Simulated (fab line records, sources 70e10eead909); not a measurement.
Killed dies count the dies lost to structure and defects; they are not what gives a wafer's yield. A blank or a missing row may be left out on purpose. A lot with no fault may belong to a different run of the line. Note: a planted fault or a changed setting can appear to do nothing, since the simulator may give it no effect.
Struck lot and sound lot, side by side || flow nand-harc || 39 out of 1302 route steps
Sound: wafers L317.3, L317.4, L317.6. The struck wafers were L319.2, L319.3, L319.5. The cause is named last.
For every step that has rows: the tool of each side, followed by ch and its chambers, followed by its first start. Under that, the readings that differ: sound wafers || struck wafers || difference of the means || sigmas: that difference in standard deviations of wafers without a fault.
alike: readings with means less than 2 such deviations apart, plus words and numbers identical on both sides. not compared: withheld readings, readings lacking a value on some wafer, bounds such as >300 that could conceal the same value, and numbers that have no deviation in the record and whose values overlap.
Wherever a step has rows on one side only, a row that says differs or no value, or a row with sigmas, the two part there. When numbers do not overlap yet have no deviation, they are printed without sigmas and do not part them. A reading missing from all wafers of one side parts the sides only when that side holds two or more wafers.

first, 11 steps without rows for these wafers: NHARC_A_STAIRCASE_EXPOSE_286 (exposes mask CHOP 100); NHARC_A_STAIRCASE_PEB_287 (peb time 130 s); NHARC_A_STAIRCASE_DEVELOP_288 (time 140 s); NHARC_A_STAIRCASE_HARDBAKE_290 (time 140 s); NHARC_A_STAIRCASE_DESCUM_291 (chemistry O2, time 3 s); NHARC_A_STAIRCASE_ETCH_292 (etches the open film in CF4/CHF3); NHARC_A_STAIRCASE_HM_OPEN_460 (chemistry O2/COS); NHARC_A_STAIRCASE_STRIP_461 (strips in O2/COS); NHARC_A_STAIRCASE_ETCH_452 (etches the open film in CF4/O2, target depth 30 nm, overetch 3 nm, time 16.5 s); NHARC_A_STAIRCASE_ETCH_294 (etches the open film in C4F8/O2/Ar, target depth 4989 nm, time 1211.6 s); NHARC_A_STAIRCASE_STRIP_295 (strips in O2).
NHARC_A_STAIRCASE_STRIP_296: strips in SPM, time 900 s.
  sound on wet-bench-04 ch 0,1,5, day 18 13:21; struck on wet-bench-04 ch 0,1,7, day 19 14:43
then, 14 steps without rows for these wafers: NHARC_A_STAIRCASE_PRECLEAN_297 (cleans in SC1); NHARC_A_STAIRCASE_SRD_298; NHARC_A_STAIRCASE_HM_DEP_462 (deposits aC, target thk 800 nm); NHARC_A_STAIRCASE_DEP_301 (deposits SiON, target thk 30 nm); NHARC_A_STAIRCASE_DEHYDRATE_302 (time 120 s); NHARC_A_STAIRCASE_HMDS_303 (time 30 s); NHARC_A_STAIRCASE_COAT_304; NHARC_A_STAIRCASE_SOFTBAKE_305 (time 170 s); NHARC_A_STAIRCASE_EBR_306; NHARC_A_STAIRCASE_EXPOSE_307 (exposes mask CHOP 50); NHARC_A_STAIRCASE_PEB_308 (peb time 130 s); NHARC_A_STAIRCASE_DEVELOP_309 (time 140 s); NHARC_A_STAIRCASE_HARDBAKE_311 (time 140 s); NHARC_A_STAIRCASE_DESCUM_312 (chemistry O2, time 3 s).
NHARC_A_STAIRCASE_ETCH_313: etches the open film in CF4/CHF3.
  sound on rie-diel-03 ch 0,1,2, day 18 17:22; struck on rie-diel-07 ch 0,1,3, day 19 20:26
  alike: drypump-motor-current-A, oes-product-au, rf-vpp-V, showerhead-plenum-p-Torr, throttle-valve-pct
  not compared: rf-hours-counter-h
then, 2 steps without rows for these wafers: NHARC_A_STAIRCASE_HM_OPEN_463 (chemistry O2/COS); NHARC_A_STAIRCASE_STRIP_464 (strips in O2/COS).
NHARC_A_STAIRCASE_ETCH_453: etches the open film in CF4/O2, target depth 30 nm, overetch 3 nm, time 16.5 s.
  sound on rie-diel-03 ch 1,3; struck on rie-diel-07 ch 2,3
  alike: drypump-motor-current-A, oes-product-au, rf-vpp-V, showerhead-plenum-p-Torr, throttle-valve-pct
  not compared: rf-hours-counter-h
then, 1 step without rows for these wafers: NHARC_A_STAIRCASE_ETCH_315 (etches the open film in C4F8/O2/Ar, target depth 2500 nm, time 607.1 s).
NHARC_A_STAIRCASE_STRIP_316: strips in O2.
  sound on rie-diel-03 ch 0,2; struck on rie-diel-07 ch 0,3
  alike: drypump-motor-current-A, oes-product-au, rf-vpp-V, showerhead-plenum-p-Torr, throttle-valve-pct
  not compared: rf-hours-counter-h
then, 3 steps without rows for these wafers: NHARC_A_STAIRCASE_STRIP_317 (strips in SPM, time 900 s); NHARC_A_STAIRCASE_PRECLEAN_318 (cleans in SC1); NHARC_A_STAIRCASE_SRD_329.
NHARC_A_STAIRCASE_ALD_415: deposits SiO2, target thk 30 nm, pulse time 6 s, ald cycles 300.
  sound on ald-hk-04 ch 0,1, day 18 19:17; struck on ald-hk-04 ch 0,1,2, day 19 22:24
  alike: heater-power-w, precursor-pulse-height-rel
then, 1 step without rows for these wafers: NHARC_A_STAIRCASE_ETCHBACK_416 (etches the open film in C4F8/O2/Ar, target depth 36 nm, time 7.2 s).
NHARC_A_STAIRCASE_STRIP_476: strips in O2, time 20 s.
  sound on rie-diel-03 ch 2,3, day 18 22:28; struck on rie-diel-03 ch 0,1,3, day 20 00:40
{"reading": "oes-product-au (a.u.)", "sound": "0.983 0.991 0.964", "struck": "1.010 1.015 0.997", "difference": "+0.028", "sigmas": "+3"}
  alike: drypump-motor-current-A, rf-vpp-V, showerhead-plenum-p-Torr, throttle-valve-pct
  not compared: rf-hours-counter-h
-- the record jumps here: 8 days lie between the struck wafers' starts before and after (it left off in module A_STAIRCASE and takes up again in module END, whose first step shown is number 1302 of the route) --
NHARC_END_SORT_01:
  only the struck wafers appear in the record here, on prober-01 ch 0 at day 27 14:17; the sound ones have no rows

WHERE THEY PART
First at NHARC_A_STAIRCASE_STRIP_476; last, within this record, at NHARC_END_SORT_01.

WHY: whatever the simulator had introduced
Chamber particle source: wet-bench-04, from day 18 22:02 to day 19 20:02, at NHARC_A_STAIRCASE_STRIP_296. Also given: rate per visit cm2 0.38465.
